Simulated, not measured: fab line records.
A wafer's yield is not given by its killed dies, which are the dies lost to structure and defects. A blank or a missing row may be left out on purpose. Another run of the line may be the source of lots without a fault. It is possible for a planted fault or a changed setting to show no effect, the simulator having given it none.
Lot-split experiment + flow n5_finfet + 39 wafers read across 7 lots, on a route 1938 steps long

## THE SPLIT ITSELF
At N5_MIM_BOT_SPUTTER_00 (material TiN, target thk 35 nm, time 89.7 s), the setting time_s was moved away from the recipe's 89.7 s on 15 of the 39 wafers read, by -54.2% to +39.1%. All remaining wafers had this setting at the recipe value.

Reading taken at the split's own step.

## THE READING
TiN_of_MIM_BOT_SPUTTER_00.thk_nm (the simulator's own value, which no gauge read), in nm, at N5_MIM_BOT_SPUTTER_00 (material TiN, target thk 35 nm, time 89.7 s). There is no usual value for it anywhere in the file. The 24 wafers here that ran the recipe average 34.9 nm, standard deviation 0.27 nm.

| wafer  | tool, chamber at the split | time_s as run, s | against the recipe | TiN_of_MIM_BOT_SPUTTER_00.thk_nm, nm | against lot-mates on the recipe |
|--------|----------------------------|------------------|--------------------|--------------------------------------|---------------------------------|
| L077.1 | pvd_sputter-03, -          | 89.7             | recipe             | 35.2                                 | -                               |
| L077.5 | pvd_sputter-03, -          | 89.7             | recipe             | 35.2                                 | -                               |
| L077.2 | pvd_sputter-03, -          | 41.04            | -54.2%             | 16                                   | -19.1                           |
| L077.6 | pvd_sputter-03, -          | 41.04            | -54.2%             | 16                                   | -19.1                           |
| L077.3 | pvd_sputter-03, -          | 41.04            | -54.2%             | 16.2                                 | -18.9                           |
| L077.4 | pvd_sputter-03, -          | 89.7             | recipe             | 35                                   | -                               |
| L081.1 | pvd_sputter-01, -          | 68.35            | -23.8%             | 27                                   | -8.2                            |
| L081.2 | pvd_sputter-01, -          | 89.7             | recipe             | 35                                   | -                               |
| L081.3 | pvd_sputter-01, -          | 89.7             | recipe             | 35.4                                 | -                               |
| L081.4 | pvd_sputter-01, -          | 68.35            | -23.8%             | 26.8                                 | -8.4                            |
| L081.6 | pvd_sputter-01, -          | 68.35            | -23.8%             | 26.8                                 | -8.4                            |
| L081.5 | pvd_sputter-01, -          | 89.7             | recipe             | 35.2                                 | -                               |
| L083.1 | pvd_sputter-03, -          | 89.7             | recipe             | 34.8                                 | -                               |
| L083.2 | pvd_sputter-03, -          | 89.7             | recipe             | 34.8                                 | -                               |
| L083.3 | pvd_sputter-03, -          | 124.8            | +39.1%             | 48.8                                 | +13.9                           |
| L083.5 | pvd_sputter-03, -          | 124.8            | +39.1%             | 48.8                                 | +13.9                           |
| L083.6 | pvd_sputter-03, -          | 124.8            | +39.1%             | 48.8                                 | +13.9                           |
| L083.4 | pvd_sputter-03, -          | 89.7             | recipe             | 35.2                                 | -                               |
| L087.1 | pvd_sputter-02, -          | 89.7             | recipe             | 34.6                                 | -                               |
| L087.2 | pvd_sputter-02, -          | 89.7             | recipe             | 35                                   | -                               |
| L087.3 | pvd_sputter-02, -          | 89.7             | recipe             | 34.4                                 | -                               |
| L087.4 | pvd_sputter-02, -          | 89.7             | recipe             | 34.8                                 | -                               |
| L087.5 | pvd_sputter-02, -          | 89.7             | recipe             | 34.8                                 | -                               |
| L087.6 | pvd_sputter-02, -          | 89.7             | recipe             | 34.8                                 | -                               |
| L090.1 | pvd_sputter-02, -          | 46.21            | -48.5%             | 17.8                                 | -16.8                           |
| L090.2 | pvd_sputter-02, -          | 46.21            | -48.5%             | 17.4                                 | -17.2                           |
| L090.3 | pvd_sputter-02, -          | 89.7             | recipe             | 34.8                                 | -                               |
| L090.4 | pvd_sputter-02, -          | 46.21            | -48.5%             | 17.6                                 | -17.0                           |
| L090.5 | pvd_sputter-02, -          | 89.7             | recipe             | 34.4                                 | -                               |
| L090.6 | pvd_sputter-02, -          | 89.7             | recipe             | 34.6                                 | -                               |
| L092.2 | pvd_sputter-02, -          | 89.7             | recipe             | 34.8                                 | -                               |
| L092.3 | pvd_sputter-02, -          | 89.7             | recipe             | 35.2                                 | -                               |
| L092.5 | pvd_sputter-02, -          | 89.7             | recipe             | 35.2                                 | -                               |
| L093.1 | pvd_sputter-01, -          | 106.1            | +18.3%             | 41.6                                 | +6.5                            |
| L093.2 | pvd_sputter-01, -          | 106.1            | +18.3%             | 41.6                                 | +6.5                            |
| L093.3 | pvd_sputter-01, -          | 89.7             | recipe             | 35                                   | -                               |
| L093.5 | pvd_sputter-01, -          | 89.7             | recipe             | 35                                   | -                               |
| L093.4 | pvd_sputter-01, -          | 106.1            | +18.3%             | 41.8                                 | +6.7                            |
| L093.6 | pvd_sputter-01, -          | 89.7             | recipe             | 35.4                                 | -                               |

THE FIT
A straight line over all 39 wafers: TiN_of_MIM_BOT_SPUTTER_00.thk_nm changes by +0.353 nm for each +1% of time_s; r = +1.00; the points scatter about the line by 0.27 nm.
The same after taking each lot's own level away (the mean of its wafers on the recipe; 39 wafers): +0.352 nm for each +1%; r = +1.00; scatter 0.16 nm.
The reading moves by 19 nm for the largest change in time_s, on that fit.
From 34.60 to 35.20 nm: that is the span of the lots' own levels, equal to 2.2 times the standard deviation above.
The two slopes agree, so the slope changes little with the lot-to-lot level.
Check: for one of the wafers moved furthest among these (-54.2%), held out of the fit, the line's prediction against its lot-mates is -19.1 nm. Against them it came out at -19.1 nm.

## OTHER SPLITS ON THESE WAFERS
Other splits were also applied to these wafers ahead of the reading. Each is held against what the fit with the lots' levels taken away leaves over:
| other split on the same wafers      | wafers away from the commonest value | r with TiN_of_MIM_BOT_SPUTTER_00.thk_nm (lot level and that fit taken away) |
|-------------------------------------|--------------------------------------|-----------------------------------------------------------------------------|
| N5_BEOL_M11_ILD_DEP_00 target_thk_a | 12                                   | -0.07                                                                       |
| N5_BEOL_M13_ETCH_59 time_s          | 15                                   | +0.13                                                                       |

## FILE'S OWN FIT
TiN_of_MIM_BOT_SPUTTER_00.thk_nm changes by +0.352 nm for each +1% of time_s, r = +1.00.
